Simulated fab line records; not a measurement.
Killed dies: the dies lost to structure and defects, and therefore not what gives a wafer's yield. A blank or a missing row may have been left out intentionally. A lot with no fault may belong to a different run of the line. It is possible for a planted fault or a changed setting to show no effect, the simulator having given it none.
Split-lot trial :: flow n5_finfet :: 21 wafers read from 7 lots, route of 1938 steps

== THE SPLIT ITSELF ==
At N5_MIM_BOT_SPUTTER_00 (material TiN, target thk 35 nm, time 89.7 s), the setting time_s was moved away from the recipe's 89.7 s on 3 of the 21 wafers read, by -13.9% to -5.4%. All remaining wafers had this setting at the recipe value.

The split's own step is where the reading is taken.

== THE READING ==
TiN_of_MIM_BOT_SPUTTER_00.thk_nm (the simulator's own value, which no gauge read), in nm, at N5_MIM_BOT_SPUTTER_00 (material TiN, target thk 35 nm, time 89.7 s). There is no usual value for it anywhere in the file. Average 34.7 nm, standard deviation 0.21 nm, over the 18 wafers here run with the recipe.

wafer: L078.4
tool, chamber at the split: pvd_sputter-03, -
time_s as run, s: 89.7
against the recipe: recipe
TiN_of_MIM_BOT_SPUTTER_00.thk_nm, nm: 34.6
against lot-mates on the recipe: -

wafer: L078.5
tool, chamber at the split: pvd_sputter-03, -
time_s as run, s: 89.7
against the recipe: recipe
TiN_of_MIM_BOT_SPUTTER_00.thk_nm, nm: 35
against lot-mates on the recipe: -

wafer: L078.6
tool, chamber at the split: pvd_sputter-03, -
time_s as run, s: 89.7
against the recipe: recipe
TiN_of_MIM_BOT_SPUTTER_00.thk_nm, nm: 35.2
against lot-mates on the recipe: -

wafer: L082.1
tool, chamber at the split: pvd_sputter-03, -
time_s as run, s: 89.7
against the recipe: recipe
TiN_of_MIM_BOT_SPUTTER_00.thk_nm, nm: 34.6
against lot-mates on the recipe: -

wafer: L082.3
tool, chamber at the split: pvd_sputter-03, -
time_s as run, s: 89.7
against the recipe: recipe
TiN_of_MIM_BOT_SPUTTER_00.thk_nm, nm: 34.6
against lot-mates on the recipe: -

wafer: L082.4
tool, chamber at the split: pvd_sputter-03, -
time_s as run, s: 77.21
against the recipe: -13.9%
TiN_of_MIM_BOT_SPUTTER_00.thk_nm, nm: 29.8
against lot-mates on the recipe: -4.8

wafer: L083.1
tool, chamber at the split: pvd_sputter-02, -
time_s as run, s: 84.85
against the recipe: -5.4%
TiN_of_MIM_BOT_SPUTTER_00.thk_nm, nm: 33
against lot-mates on the recipe: -2.0

wafer: L083.4
tool, chamber at the split: pvd_sputter-02, -
time_s as run, s: 84.85
against the recipe: -5.4%
TiN_of_MIM_BOT_SPUTTER_00.thk_nm, nm: 33.4
against lot-mates on the recipe: -1.6

wafer: L083.5
tool, chamber at the split: pvd_sputter-02, -
time_s as run, s: 89.7
against the recipe: recipe
TiN_of_MIM_BOT_SPUTTER_00.thk_nm, nm: 35
against lot-mates on the recipe: -

wafer: L086.2
tool, chamber at the split: pvd_sputter-01, -
time_s as run, s: 89.7
against the recipe: recipe
TiN_of_MIM_BOT_SPUTTER_00.thk_nm, nm: 34.8
against lot-mates on the recipe: -

wafer: L086.5
tool, chamber at the split: pvd_sputter-01, -
time_s as run, s: 89.7
against the recipe: recipe
TiN_of_MIM_BOT_SPUTTER_00.thk_nm, nm: 34.6
against lot-mates on the recipe: -

wafer: L086.6
tool, chamber at the split: pvd_sputter-01, -
time_s as run, s: 89.7
against the recipe: recipe
TiN_of_MIM_BOT_SPUTTER_00.thk_nm, nm: 34.4
against lot-mates on the recipe: -

wafer: L091.4
tool, chamber at the split: pvd_sputter-03, -
time_s as run, s: 89.7
against the recipe: recipe
TiN_of_MIM_BOT_SPUTTER_00.thk_nm, nm: 34.8
against lot-mates on the recipe: -

wafer: L091.5
tool, chamber at the split: pvd_sputter-03, -
time_s as run, s: 89.7
against the recipe: recipe
TiN_of_MIM_BOT_SPUTTER_00.thk_nm, nm: 34.6
against lot-mates on the recipe: -

wafer: L091.6
tool, chamber at the split: pvd_sputter-03, -
time_s as run, s: 89.7
against the recipe: recipe
TiN_of_MIM_BOT_SPUTTER_00.thk_nm, nm: 34.6
against lot-mates on the recipe: -

wafer: L095.2
tool, chamber at the split: pvd_sputter-01, -
time_s as run, s: 89.7
against the recipe: recipe
TiN_of_MIM_BOT_SPUTTER_00.thk_nm, nm: 34.6
against lot-mates on the recipe: -

wafer: L095.3
tool, chamber at the split: pvd_sputter-01, -
time_s as run, s: 89.7
against the recipe: recipe
TiN_of_MIM_BOT_SPUTTER_00.thk_nm, nm: 35
against lot-mates on the recipe: -

wafer: L095.6
tool, chamber at the split: pvd_sputter-01, -
time_s as run, s: 89.7
against the recipe: recipe
TiN_of_MIM_BOT_SPUTTER_00.thk_nm, nm: 35
against lot-mates on the recipe: -

wafer: L097.1
tool, chamber at the split: pvd_sputter-02, -
time_s as run, s: 89.7
against the recipe: recipe
TiN_of_MIM_BOT_SPUTTER_00.thk_nm, nm: 34.8
against lot-mates on the recipe: -

wafer: L097.2
tool, chamber at the split: pvd_sputter-02, -
time_s as run, s: 89.7
against the recipe: recipe
TiN_of_MIM_BOT_SPUTTER_00.thk_nm, nm: 34.6
against lot-mates on the recipe: -

wafer: L097.6
tool, chamber at the split: pvd_sputter-02, -
time_s as run, s: 89.7
against the recipe: recipe
TiN_of_MIM_BOT_SPUTTER_00.thk_nm, nm: 34.6
against lot-mates on the recipe: -

FIT RESULTS
A straight line over all 21 wafers: TiN_of_MIM_BOT_SPUTTER_00.thk_nm changes by +0.341 nm for each +1% of time_s; r = +0.98; the points scatter about the line by 0.24 nm.
The same after taking each lot's own level away (the mean of its wafers on the recipe; 21 wafers): +0.342 nm for each +1%; r = +0.99; scatter 0.16 nm.
The reading moves by 4.8 nm for the largest change in time_s, on that fit.
Measured against the standard deviation above, the lots' own levels, which go from 34.60 to 35.00 nm, span 1.9 times it.
Consequently the slope shifts little with the lot-to-lot level, the two slopes agreeing.
Check: with one of the wafers moved furthest among these (-13.9%) left out of the fit, the line predicts -4.64 nm for it against its lot-mates. Against them it came out at -4.8 nm.

== OTHER SPLITS ON THESE WAFERS ==
Other splits were also applied to these wafers ahead of the reading. Each is held against what the fit with the lots' levels taken away leaves over:
other split on the same wafers: N5_BEOL_M7_ALD_77 ald_cycles
wafers away from the commonest value: 10
r with TiN_of_MIM_BOT_SPUTTER_00.thk_nm (lot level and that fit taken away): +0.29

other split on the same wafers: N5_BEOL_M13_CMP_49 down_force_psi
wafers away from the commonest value: 7
r with TiN_of_MIM_BOT_SPUTTER_00.thk_nm (lot level and that fit taken away): +0.22

other split on the same wafers: N5_BEOL_M14_ILD_DEP_00 time_s
wafers away from the commonest value: 6
r with TiN_of_MIM_BOT_SPUTTER_00.thk_nm (lot level and that fit taken away): -0.27

other split on the same wafers: N5_BEOL_M14_COAT_65 spin_rpm
wafers away from the commonest value: 3
r with TiN_of_MIM_BOT_SPUTTER_00.thk_nm (lot level and that fit taken away): +0.58

other split on the same wafers: N5_BEOL_M15_CMP_49 down_force_psi
wafers away from the commonest value: 5
r with TiN_of_MIM_BOT_SPUTTER_00.thk_nm (lot level and that fit taken away): +0.18

== FILE'S OWN FIT ==
TiN_of_MIM_BOT_SPUTTER_00.thk_nm changes by +0.343 nm for each +1% of time_s, r = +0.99.
